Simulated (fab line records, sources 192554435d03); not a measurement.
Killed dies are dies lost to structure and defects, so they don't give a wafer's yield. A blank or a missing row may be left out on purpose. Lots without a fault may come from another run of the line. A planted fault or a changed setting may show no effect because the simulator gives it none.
Which tool did it? | flow n5_finfet | 11 lots, 33 wafers sampled, at 2 steps of a route of 1938

WHAT THE GAUGES READ, wafer by wafer
N5_SDB_INSPECT_36: inspects for defects (darkfield).
lot  | measured    | on                | raw_defect_count
L075 | day 4 02:14 | defect_inspect-02 | 46 28 51
L077 | day 4 15:50 | defect_inspect-02 | 25 44 24
L079 | day 5 02:56 | defect_inspect-01 | 48 50 49
L081 | day 5 13:47 | defect_inspect-01 | 22 21 30
L083 | day 6 02:52 | defect_inspect-02 | 87 22 68
L085 | day 6 21:59 | defect_inspect-01 | 58 43 28
L087 | day 8 00:56 | defect_inspect-01 | 32 36 31
L089 | day 8 03:10 | defect_inspect-01 | 37 40 24
L091 | day 8 08:05 | defect_inspect-02 | 40 53 21
L094 | day 8 21:48 | defect_inspect-01 | 36 57 23
L096 | day 9 13:11 | defect_inspect-01 | 17 16 15

WHICH TOOL RAN EACH LOT (tool, then ch and the chambers of the sampled wafers, then the start)
lot  | N5_SDB_ALD_29
L075 | ald_sin-02 ch 0,1, day 3 23:11
L077 | ald_sin-02 ch 1,2,3, day 4 12:47
L079 | ald_sin-04 ch 0,1,3, day 4 23:53
L081 | ald_sin-01 ch 1,2,3, day 5 10:44
L083 | ald_sin-04 ch 0,2,3, day 5 23:49
L085 | ald_sin-02 ch 0,1,3, day 6 18:55
L087 | ald_sin-02 ch 0,3, day 7 21:52
L089 | ald_sin-01 ch 2,3, day 8 00:07
L091 | ald_sin-04 ch 1,2,3, day 8 05:02
L094 | ald_sin-04 ch 1,2,3, day 8 18:45
L096 | ald_sin-01 ch 0,2,3, day 9 10:07
- N5_SDB_ALD_29: deposits SiNx, target thk 30 nm, pulse time 1 s, ald cycles 600.

THE ANSWER, worked out from the rows above alone
Rule: what is usual is taken from the lots themselves. Put in order of their means at a reading, lots are off if they are a third of the lots or fewer, leave a main group of 4 or more, and stand apart from it by a gap of 3 or more times the standard deviation of the main group's means; of several such gaps the widest counts. A main group whose means are all the same, to the digits that the tables above print for the reading, isn't used. A lot without any number at a reading at which 4 lots or more have one is off too. The other lots that the step has rows for count as sound.
No lot is off at any reading shown: from this, nothing can be told.

WHAT THE SIMULATOR HAD PUT IN
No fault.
